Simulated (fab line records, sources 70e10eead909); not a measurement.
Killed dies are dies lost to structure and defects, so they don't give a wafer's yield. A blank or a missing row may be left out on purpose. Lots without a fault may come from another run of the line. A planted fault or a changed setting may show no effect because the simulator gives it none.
Chamber matching | flow nand_harc | NHARC_A_SGD_CUT_CMP_21 on cmp-01: 4 sister chambers
The step polishes, target thk 148.19 nm. 8 wafers are shown with their chamber, then 10 later ones without.

WAFERS WITH THEIR CHAMBER
wafer  | chamber | motor_current_A (A) | time_to_endpoint_s (s)
L089.5 | 1       | 13.0                | 52.6
L093.2 | 2       | 10.8                | 53.8
L093.6 | 0       | 12.4                | 51.2
L092.1 | 2       | 11.4                | 53.0
L092.2 | 0       | 12.2                | 53.8
L092.6 | 3       | 13.2                | 50.7
L094.1 | 3       | 13.2                | 48.5
L094.3 | 1       | 12.6                | 51.3

WAFERS WITHOUT THEIR CHAMBER
wafer  | motor_current_A (A) | time_to_endpoint_s (s)
L094.6 | 12.3                | 51.0
L086.1 | 10.2                | 51.7
L086.3 | 12.5                | 52.1
L086.5 | 12.4                | 51.6
L097.1 | 12.1                | 47.8
L097.2 | 12.9                | 46.2
L097.6 | 13.4                | 48.3
L096.1 | 13.0                | 52.3
L096.4 | 11.4                | 53.0
L096.5 | 12.7                | 51.0

WHICH CHAMBER EACH WENT THROUGH
wafer  | from the rows above          | in truth
L094.6 | can't be placed: 0 or 1      | 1
L086.1 | 2                            | 2
L086.3 | can't be placed: 0 or 1      | 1
L086.5 | can't be placed: 0 or 1      | 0
L097.1 | can't be placed: 0 or 1 or 3 | 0
L097.2 | can't be placed: 3 or 1      | 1
L097.6 | 3                            | 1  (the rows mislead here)
L096.1 | can't be placed: 1 or 3 or 0 | 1
L096.4 | 2                            | 2
L096.5 | can't be placed: 1 or 0 or 3 | 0
Placed correctly: 2 of 10. Can't be placed from these rows: 7 (the true chamber is among the candidates in 7). Placed wrongly: 1.
How it was worked out, from the rows above alone: a wafer's distance from a chamber is the root of the sum, over the readings, of the square of ((its reading less the chamber's mean) divided by the reading's scatter). The wafer belongs to the nearest chamber; if the next one is less than 2 further off, it can't be placed. A chamber's mean is the mean of its shown wafers. The scatter: the root of (the sum of the squares of (reading less its chamber's mean) over the shown wafers, divided by (wafers less chambers)).
